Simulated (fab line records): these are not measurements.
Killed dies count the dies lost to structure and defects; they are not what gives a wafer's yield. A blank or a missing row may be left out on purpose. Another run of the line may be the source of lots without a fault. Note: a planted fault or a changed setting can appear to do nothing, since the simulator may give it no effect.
Chamber matching	flow n5-finfet	N5_FIN_SAQP_SPACER1_ALD_24 on ald-sin-03 has 4 sister chambers
The step deposits SiO2, target thk 20.3 nm, pulse time 1 s, purge time 2 s. 8 wafers are shown with their chamber, then 9 later ones without.

## WAFERS WITH THEIR CHAMBER
wafer	chamber	heater-power-w (W)	heater-power-outer-w (W)
L081.4	2	475	259
L082.6	2	475	269
L083.6	3	550	309
L086.5	0	419	215
L086.6	1	488	299
L088.1	0	422	212
L088.4	1	483	301
L088.6	3	551	314

## WAFERS MISSING THEIR CHAMBER
wafer	heater-power-w (W)	heater-power-outer-w (W)
L090.2	548	304
L090.3	492	300
L090.5	431	221
L094.1	433	221
L094.5	570	315
L094.6	490	273
L096.1	478	305
L096.2	479	265
L096.6	560	311

## WHICH CHAMBER EACH WENT THROUGH
wafer	from the rows above	in truth
L090.2	3	3
L090.3	1	1
L090.5	0	0
L094.1	0	0
L094.5	3	3
L094.6	can't be placed: 1 or 2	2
L096.1	1	1
L096.2	2	2
L096.6	3	3
8 of 9 placed correctly. These rows do not allow placing 1 (true chamber among the candidates in 1). Number placed wrongly: 0.
How it was worked out, from the rows above alone: a wafer's distance from a chamber is the root of the sum, over the readings, of the square of ((its reading less the chamber's mean) divided by the reading's scatter). The wafer belongs to the nearest chamber; if the next one is less than 2 further off, it can't be placed. For every chamber, the mean is computed from those of its wafers that are shown. The scatter: take each reading less its chamber's mean, square it, sum over the shown wafers, divide by the number of wafers less the number of chambers, and take the root.
